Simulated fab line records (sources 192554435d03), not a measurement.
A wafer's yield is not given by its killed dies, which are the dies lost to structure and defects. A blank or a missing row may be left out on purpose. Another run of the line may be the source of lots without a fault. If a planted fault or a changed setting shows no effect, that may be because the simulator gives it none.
Split-lot study | flow n5-finfet | 7 lots, 21 wafers read, on a route of 1938 steps

## ON THE SPLIT
At N5_BEOL_M7_TRENCH_ETCH_37 (etches SiCOH lowk in C4F6/O2, target depth 93.478 nm, time 31.2 s), the setting source-w was moved away from the recipe's 345 W on 12 of the 21 wafers read, by -15.5% to +14.9%. The other wafers ran this setting at the recipe's value.

## FROM THE SPLIT TO THE READING: what the file shows between them, 2 steps
- N5_BEOL_M7_ETCH_41: etches SiCN in CH3F/O2, target depth 31.9 nm, time 57.8 s
- N5_BEOL_M7_STRIP_80: strips in N2/H2, time 10 s

## THE READING
trench-depth-nm, in nm, at N5_BEOL_M7_OCD_MEAS_38. Typical for fault-free wafers on this fab line: 93.8 nm, with standard deviation 1.7 nm.

wafer  | tool, chamber at the split | source-w as run, W | against the recipe | trench-depth-nm, nm | against lot-mates on the recipe
L078.1 | rie-diel-06, 2             | 373.3              | +8.2%              | 97.1                | +4.0
L078.3 | rie-diel-06, 0             | 373.3              | +8.2%              | 95.9                | +2.8
L078.5 | rie-diel-06, 0             | 345                | recipe             | 93.1                | -
L079.3 | rie-diel-06, 3             | 345                | recipe             | 93.2                | -
L079.4 | rie-diel-06, 0             | 345                | recipe             | 93.4                | -
L079.6 | rie-diel-06, 1             | 345                | recipe             | 96.6                | -
L081.3 | rie-diel-04, 3             | 307                | -11.0%             | 87.4                | -7.9
L081.4 | rie-diel-04, 2             | 345                | recipe             | 95.3                | -
L081.6 | rie-diel-04, 0             | 307                | -11.0%             | 89.8                | -5.5
L085.1 | rie-diel-06, 1             | 345                | recipe             | 94.0                | -
L085.2 | rie-diel-06, 2             | 374.2              | +8.5%              | 96.7                | +2.7
L085.3 | rie-diel-06, 3             | 374.2              | +8.5%              | 94.2                | +0.2
L089.1 | rie-diel-02, 1             | 345                | recipe             | 91.6                | -
L089.3 | rie-diel-02, 0             | 367.6              | +6.6%              | 96.8                | +5.2
L089.4 | rie-diel-02, 2             | 367.6              | +6.6%              | 93.4                | +1.8
L092.2 | rie-diel-06, 1             | 396.3              | +14.9%             | 101.9               | +7.2
L092.3 | rie-diel-06, 2             | 345                | recipe             | 94.7                | -
L092.5 | rie-diel-06, 2             | 396.3              | +14.9%             | 100.6               | +5.9
L093.1 | rie-diel-06, 1             | 291.4              | -15.5%             | 88.8                | -5.1
L093.4 | rie-diel-06, 2             | 345                | recipe             | 93.9                | -
L093.6 | rie-diel-06, 0             | 291.4              | -15.5%             | 87.2                | -6.7

FIT RESULTS
A straight line over all 21 wafers: trench-depth-nm changes by +0.398 nm for each +1% of source-w; r = +0.91; the points scatter about the line by 1.6 nm.
The same after taking each lot's own level away (the mean of its wafers on the recipe; 21 wafers): +0.43 nm for each +1%; r = +0.93; scatter 1.5 nm.
Per that fit: largest source-w move, reading shift of 6.7 nm.
From 91.60 to 95.30 nm: that is the span of the lots' own levels, equal to 2.2 times the standard deviation above.
The two slopes are in agreement: the lot-to-lot level therefore moves the slope only a little.
Check: -7.48 nm against its lot-mates is what the line predicts for one of the wafers moved furthest among these (-15.5%) when that wafer is left out of the fit. Against them it came out at -5.1 nm.

## ADDITIONAL SPLITS CARRIED BY THESE WAFERS
Other splits were also applied to these wafers ahead of the reading. Each is held against what the fit with the lots' levels taken away leaves over:
other split on the same wafers | wafers away from the commonest value | r with trench-depth-nm (lot level and that fit taken away)
N5_BEOL_M5_ETCH_68 bias-w      | 9                                    | +0.32
N5_BEOL_M5_ETCH_41 source-w    | 7                                    | +0.51
N5_BEOL_M7_PECVD_70 temp-c     | 6                                    | +0.09

## THE WHOLE CHAIN: every reading that the file lists as answering this split, in the file's order
step                      | what it does                                                      | reading                                                                   | change (the file's fit)               | r (the file's)
N5_BEOL_M7_TRENCH_ETCH_37 | etches SiCOH lowk in C4F6/O2, target depth 93.478 nm, time 31.2 s | etch.depth-nm (the simulator's own value, which no gauge read)            | +0.421 nm for each +1% of the setting | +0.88
N5_BEOL_M7_TRENCH_ETCH_37 | etches SiCOH lowk in C4F6/O2, target depth 93.478 nm, time 31.2 s | BEOL_M7.feature-depth-nm (the simulator's own value, which no gauge read) | +0.418 nm for each +1% of the setting | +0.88
N5_BEOL_M7_OCD_MEAS_38    |                                                                   | trench-depth-nm                                                           | +0.425 nm for each +1% of the setting | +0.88

## FILE'S OWN FIT
trench-depth-nm changes by +0.425 nm for each +1% of source-w, r = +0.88.
